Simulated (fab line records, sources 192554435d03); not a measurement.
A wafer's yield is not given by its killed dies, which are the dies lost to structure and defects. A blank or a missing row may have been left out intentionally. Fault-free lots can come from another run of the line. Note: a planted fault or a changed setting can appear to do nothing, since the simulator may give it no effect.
Problem report in the 8D (eight disciplines) form, filled by code | flow n5Finfet | the parts of the form that need people (team, actions taken, sign-off) are left out

== 1. THE ISSUE ==
Mean of wafer_temp_C_max at N5_SD_ACTIVATION_LSA_01: 1066.2 across 6 wafers in 2 lots; on wafers with no fault it is 1085.4 (standard deviation 1.1). That is -17 standard deviations from the usual mean.
The step: time 0.0008 s.
The first sign was on wafer L139.1 at day 7 13:34, on laserAnneal-01. At this step, 35 wafers from 13 lots have a number in the record. Rule for "out" (also "out of limits"): further than 4 standard deviations from the usual mean. Any other wafer with a number is counted as sound.

== 2. WHAT IT IS AND WHAT IT IS NOT ==
question                    | is                     | is not
which readings at this step | wafer_temp_C_max       | -
which lots                  | L139, L141             | L124, L125, L126, L127, L128, L130, L132, L134, L142, L144, L145
which wafers of those lots  | all that have a number | -
read on which tools         | laserAnneal-01         | laserAnneal-02
when                        | from day 7 13:34       | up to then (20 sound wafers); but 9 sound wafers of L142, L144, L145 came after

== 3. SUSPECTS, AND WHAT RULES EACH OUT ==
Counting: a tool at any process step up to the reading remains a suspect when it ran all the lots that are out and ran no sound lot after the first of those.
- laserAnneal-01 at N5_SD_ACTIVATION_LSA_01 (time 0.0008 s): kept. It processed each lot that is out, first L139 at day 7 13:34, and no sound lot thereafter; up to then, the last sound lot it processed was L134 at day 6 05:30. Its own wafer_temp_C_max readings are out on those wafers.
After counting, what remains is laserAnneal-01 at N5_SD_ACTIVATION_LSA_01.

== 4. THE CAUSE (what the simulator had put in) ==
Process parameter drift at N5_SD_ACTIVATION_LSA_01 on laserAnneal-01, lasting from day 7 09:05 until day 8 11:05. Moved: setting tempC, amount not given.
This tool alone remained once counting was done.

== 5. SEQUENCE OF EFFECTS, ordered by route ==
Each row: a reading whose mean over the struck wafers that have a number lies more than 3 standard deviations from the usual. Readings are gone through only where the record gives a usual standard deviation; hours: the median, over the lots, of the time from a lot's start at the first step in this table giving one to that lot's start at this step; sigmas: the change measured in usual standard deviations.
hours | step                    | reading          | usual  | on struck wafers | change | sigmas
0     | N5_SD_ACTIVATION_LSA_01 | wafer_temp_C_max | 1085.4 | 1066.2           | -19.2  | -17
Process steps it contains:
- N5_SD_ACTIVATION_LSA_01: time 0.0008 s.

== 6. HOW IT WOULD HAVE BEEN CAUGHT EARLIER ==
First out-of-limits reading in this record: day 7 13:34, which is 4 hours after fault onset at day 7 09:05.
